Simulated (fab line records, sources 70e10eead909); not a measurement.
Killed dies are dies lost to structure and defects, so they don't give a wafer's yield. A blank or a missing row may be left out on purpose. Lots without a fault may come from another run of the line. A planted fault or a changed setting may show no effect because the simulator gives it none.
Chamber matching | flow nand_harc | NHARC_A_CONTACT_ETCH_90 on rie_diel-12: 3 sister chambers
The step etches the open film in CH3F/O2, target depth 40 nm, time 85.7 s. 16 wafers are shown with their chamber, then 6 later ones without.

WAFERS WITH THEIR CHAMBER
wafer  | chamber | drypump_motor_current_A (A) | showerhead_plenum_p_Torr (Torr) | rf_vpp_V (V)
L422.1 | 3       | 5.7                         | 2.50                            | 244.5
L422.3 | 0       | 5.2                         | 2.32                            | 241.7
L422.4 | 2       | 6.4                         | 2.32                            | 241.7
L424.1 | 2       | 6.3                         | 2.31                            | 241.8
L424.2 | 3       | 5.7                         | 2.50                            | 243.1
L424.5 | 0       | 5.2                         | 2.32                            | 242.3
L426.2 | 3       | 5.7                         | 2.50                            | 244.6
L426.4 | 2       | 6.4                         | 2.31                            | 243.4
L436.2 | 2       | 6.3                         | 2.31                            | 242.2
L436.4 | 0       | 5.2                         | 2.31                            | 243.0
L436.6 | 0       | 5.2                         | 2.31                            | 243.3
L438.1 | 2       | 6.4                         | 2.31                            | 243.7
L438.2 | 0       | 5.2                         | 2.31                            | 242.2
L438.4 | 3       | 5.7                         | 2.49                            | 244.4
L440.3 | 2       | 6.4                         | 2.30                            | 242.9
L440.4 | 3       | 5.7                         | 2.49                            | 244.0

SIGNATURES (means of the wafers above)
reading                  | chamber 0 | chamber 2 | chamber 3 | scatter within a chamber
drypump_motor_current_A  | 5.200     | 6.367     | 5.700     | 0.032
showerhead_plenum_p_Torr | 2.3140    | 2.3100    | 2.4960    | 0.00582
rf_vpp_V                 | 242.500   | 242.617   | 244.120   | 0.719
Rule: a wafer's distance from a chamber is the root of the sum, over the readings, of the square of ((its reading less the chamber's mean) divided by the reading's scatter). The wafer belongs to the nearest chamber; if the next one is less than 2 further off, it can't be placed. The scatter: the root of (the sum of the squares of (reading less its chamber's mean) over the shown wafers, divided by (wafers less chambers)).

WAFERS WITHOUT THEIR CHAMBER
wafer  | drypump_motor_current_A (A) | showerhead_plenum_p_Torr (Torr) | rf_vpp_V (V)
L441.3 | 6.4                         | 2.30                            | 242.3
L441.4 | 5.2                         | 2.30                            | 243.2
L441.5 | 6.4                         | 2.30                            | 241.9
L442.3 | 6.3                         | 2.30                            | 242.0
L442.4 | 5.7                         | 2.48                            | 244.2
L442.5 | 5.7                         | 2.48                            | 244.7

WHICH CHAMBER EACH WENT THROUGH
wafer  | from the rows above | in truth
L441.3 | 2                   | 2
L441.4 | 0                   | 0
L441.5 | 2                   | 2
L442.3 | 2                   | 2
L442.4 | 3                   | 3
L442.5 | 3                   | 3
Placed correctly: 6 of 6. Can't be placed from these rows: 0. Placed wrongly: 0.
